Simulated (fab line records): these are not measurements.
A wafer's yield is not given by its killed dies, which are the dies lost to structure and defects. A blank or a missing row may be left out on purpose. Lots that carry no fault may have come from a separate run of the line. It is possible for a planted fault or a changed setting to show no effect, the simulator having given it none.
The tool behind it: which one? / flow n5 finfet / 24 lots with 72 wafers sampled at 2 steps, on a route of 1938 steps

## WHAT THE GAUGES READ, wafer by wafer
N5_BEOL_M4_CD_MEAS_18: pitch 36 nm, target cd 18 nm. Usual: cd nm 17.9 nm, standard deviation 0.31.
lot=L074; measured=day 7 11:49; on=cd sem-01; cd nm (nm)=17.9 18.0 18.3; flag=
lot=L075; measured=day 8 02:34; on=cd sem-01; cd nm (nm)=18.0 18.3 17.5; flag=
lot=L076; measured=day 8 04:42; on=cd sem-01; cd nm (nm)=17.4 17.6 17.8; flag=
lot=L077; measured=day 8 05:06; on=cd sem-03; cd nm (nm)=18.0 17.9 18.4; flag=
lot=L078; measured=day 8 12:28; on=cd sem-03; cd nm (nm)=18.0 18.0 17.8; flag=
lot=L079; measured=day 8 19:12; on=cd sem-01; cd nm (nm)=17.9 17.6 17.1; flag=
lot=L080; measured=day 9 05:15; on=cd sem-01; cd nm (nm)=17.8 18.1 18.0; flag=
lot=L082; measured=day 9 10:05; on=cd sem-02; cd nm (nm)=18.0 17.8 17.9; flag=
lot=L081; measured=day 9 12:52; on=cd sem-02; cd nm (nm)=18.0 17.8 17.7; flag=
lot=L083; measured=day 9 16:37; on=cd sem-02; cd nm (nm)=17.9 17.7 17.5; flag=
lot=L084; measured=day 9 17:59; on=cd sem-03; cd nm (nm)=18.0 17.4 18.4; flag=
lot=L085; measured=day 10 05:27; on=cd sem-01; cd nm (nm)=17.7 17.4 18.0; flag=
lot=L086; measured=day 10 19:13; on=cd sem-02; cd nm (nm)=18.2 18.1 18.2; flag=
lot=L088; measured=day 10 21:02; on=cd sem-03; cd nm (nm)=17.7 18.0 18.1; flag=
lot=L087; measured=day 10 21:07; on=cd sem-02; cd nm (nm)=17.9 18.0 18.2; flag=
lot=L089; measured=day 11 15:23; on=cd sem-03; cd nm (nm)=17.5 17.9 18.3; flag=
lot=L090; measured=day 11 21:26; on=cd sem-03; cd nm (nm)=18.0 17.9 17.5; flag=
lot=L091; measured=day 12 00:27; on=cd sem-03; cd nm (nm)=17.7 17.4 17.6; flag=
lot=L093; measured=day 12 03:47; on=cd sem-03; cd nm (nm)=18.0 18.2 17.8; flag=
lot=L092; measured=day 12 04:40; on=cd sem-03; cd nm (nm)=17.6 18.5 17.6; flag=
lot=L094; measured=day 12 12:21; on=cd sem-02; cd nm (nm)=17.9 17.8 17.8; flag=
lot=L095; measured=day 12 14:52; on=cd sem-03; cd nm (nm)=18.0 18.1 18.3; flag=
lot=L097; measured=day 13 05:31; on=cd sem-02; cd nm (nm)=17.7 17.8 17.8; flag=
lot=L096; measured=day 13 07:10; on=cd sem-01; cd nm (nm)=18.6 18.3 18.3; flag=

## WHICH TOOL RAN EACH LOT (tool, then ch and the chambers of the sampled wafers, then the start)
lot=L074; N5_BEOL_M4_PECVD_72=pecvd-04 ch 0,1, day 7 10:00
lot=L075; N5_BEOL_M4_PECVD_72=pecvd-04 ch 0,1, day 8 00:20
lot=L076; N5_BEOL_M4_PECVD_72=pecvd-04 ch 0,1,2, day 8 00:58
lot=L077; N5_BEOL_M4_PECVD_72=pecvd-01 ch 0,2, day 8 02:12
lot=L078; N5_BEOL_M4_PECVD_72=pecvd-01 ch 0,2, day 8 10:59
lot=L079; N5_BEOL_M4_PECVD_72=pecvd-04 ch 0,1,2, day 8 17:33
lot=L080; N5_BEOL_M4_PECVD_72=pecvd-04 ch 0,2, day 9 03:24
lot=L082; N5_BEOL_M4_PECVD_72=pecvd-03 ch 0,2, day 9 08:04
lot=L081; N5_BEOL_M4_PECVD_72=pecvd-01 ch 0,1, day 9 10:26
lot=L083; N5_BEOL_M4_PECVD_72=pecvd-01 ch 0,1, day 9 13:34
lot=L084; N5_BEOL_M4_PECVD_72=pecvd-04 ch 1,2, day 9 16:29
lot=L085; N5_BEOL_M4_PECVD_72=pecvd-04 ch 0,1, day 10 03:35
lot=L086; N5_BEOL_M4_PECVD_72=pecvd-03 ch 0,1,2, day 10 17:07
lot=L088; N5_BEOL_M4_PECVD_72=pecvd-03 ch 0,1,2, day 10 18:56
lot=L087; N5_BEOL_M4_PECVD_72=pecvd-03 ch 0,1,2, day 10 19:27
lot=L089; N5_BEOL_M4_PECVD_72=pecvd-03 ch 0,1,2, day 11 11:14
lot=L090; N5_BEOL_M4_PECVD_72=pecvd-01 ch 0,1,2, day 11 20:02
lot=L091; N5_BEOL_M4_PECVD_72=pecvd-03 ch 0,1,2, day 11 21:13
lot=L093; N5_BEOL_M4_PECVD_72=pecvd-03 ch 1,2, day 12 01:10
lot=L092; N5_BEOL_M4_PECVD_72=pecvd-01 ch 1,2, day 12 01:16
lot=L094; N5_BEOL_M4_PECVD_72=pecvd-03 ch 0,1,2, day 12 08:31
lot=L095; N5_BEOL_M4_PECVD_72=pecvd-04 ch 0,1,2, day 12 12:12
lot=L097; N5_BEOL_M4_PECVD_72=pecvd-01 ch 0,2, day 13 03:40
lot=L096; N5_BEOL_M4_PECVD_72=pecvd-04 ch 0,1,2, day 13 05:47
- N5_BEOL_M4_PECVD_72: deposits SiO2 from TEOS/O2, target thk 16 nm, time 18 s.

## WHAT THE TOOLS THEMSELVES READ (means of the sampled wafers that have a number; where no wafer has one, the mark that the record gives instead)
N5_BEOL_M4_PECVD_72. Usual: heater power w 669 W, standard deviation 59; showerhead plenum p Torr 8.80 Torr, standard deviation 0.068; throttle valve pct 22.6 %, standard deviation 0.86.
lot=L074; tool=pecvd-04; heater power w (W)=598; showerhead plenum p Torr (Torr)=8.74; throttle valve pct (%)=23.7; flag=
lot=L075; tool=pecvd-04; heater power w (W)=624; showerhead plenum p Torr (Torr)=8.73; throttle valve pct (%)=23.7; flag=
lot=L076; tool=pecvd-04; heater power w (W)=646; showerhead plenum p Torr (Torr)=8.79; throttle valve pct (%)=23.2; flag=
lot=L077; tool=pecvd-01; heater power w (W)=749; showerhead plenum p Torr (Torr)=8.79; throttle valve pct (%)=22.7; flag=
lot=L078; tool=pecvd-01; heater power w (W)=701; showerhead plenum p Torr (Torr)=8.79; throttle valve pct (%)=22.8; flag=
lot=L079; tool=pecvd-04; heater power w (W)=605; showerhead plenum p Torr (Torr)=8.80; throttle valve pct (%)=23.2; flag=
lot=L080; tool=pecvd-04; heater power w (W)=637; showerhead plenum p Torr (Torr)=8.81; throttle valve pct (%)=22.8; flag=
lot=L082; tool=pecvd-03; heater power w (W)=684; showerhead plenum p Torr (Torr)=8.85; throttle valve pct (%)=22.0; flag=
lot=L081; tool=pecvd-01; heater power w (W)=712; showerhead plenum p Torr (Torr)=8.79; throttle valve pct (%)=22.5; flag=
lot=L083; tool=pecvd-01; heater power w (W)=619; showerhead plenum p Torr (Torr)=8.78; throttle valve pct (%)=22.8; flag=
lot=L084; tool=pecvd-04; heater power w (W)=645; showerhead plenum p Torr (Torr)=8.74; throttle valve pct (%)=23.6; flag=
lot=L085; tool=pecvd-04; heater power w (W)=611; showerhead plenum p Torr (Torr)=8.78; throttle valve pct (%)=23.4; flag=
lot=L086; tool=pecvd-03; heater power w (W)=689; showerhead plenum p Torr (Torr)=8.81; throttle valve pct (%)=22.0; flag=
lot=L088; tool=pecvd-03; heater power w (W)=698; showerhead plenum p Torr (Torr)=8.82; throttle valve pct (%)=21.9; flag=
lot=L087; tool=pecvd-03; heater power w (W)=685; showerhead plenum p Torr (Torr)=8.80; throttle valve pct (%)=22.0; flag=
lot=L089; tool=pecvd-03; heater power w (W)=656; showerhead plenum p Torr (Torr)=8.81; throttle valve pct (%)=22.2; flag=
lot=L090; tool=pecvd-01; heater power w (W)=739; showerhead plenum p Torr (Torr)=8.83; throttle valve pct (%)=22.2; flag=
lot=L091; tool=pecvd-03; heater power w (W)=714; showerhead plenum p Torr (Torr)=8.82; throttle valve pct (%)=22.2; flag=
lot=L093; tool=pecvd-03; heater power w (W)=669; showerhead plenum p Torr (Torr)=8.78; throttle valve pct (%)=22.3; flag=
lot=L092; tool=pecvd-01; heater power w (W)=663; showerhead plenum p Torr (Torr)=8.84; throttle valve pct (%)=21.6; flag=
lot=L094; tool=pecvd-03; heater power w (W)=683; showerhead plenum p Torr (Torr)=8.82; throttle valve pct (%)=22.2; flag=
lot=L095; tool=pecvd-04; heater power w (W)=589; showerhead plenum p Torr (Torr)=8.78; throttle valve pct (%)=23.3; flag=
lot=L097; tool=pecvd-01; heater power w (W)=665; showerhead plenum p Torr (Torr)=8.82; throttle valve pct (%)=21.7; flag=
lot=L096; tool=pecvd-04; heater power w (W)=645; showerhead plenum p Torr (Torr)=8.79; throttle valve pct (%)=23.3; flag=

## THE ANSWER, worked out from the rows above alone
Rule: a lot counts as off when the mean over its wafers that have a number is more than 3 standard deviations away from the usual mean. Also off: a lot with no number at a reading for which 4 or more lots have one. The other lots that the step has rows for count as sound. First the gauges in route order, then the tools' own readings, where a lot's mean is used as printed above. At the first step where some lot is off, the reading lying furthest off is the one used; lots without a number count as furthest.
None of the lots is off at any reading shown; this tells nothing.

## WHAT THE SIMULATOR HAD PUT IN
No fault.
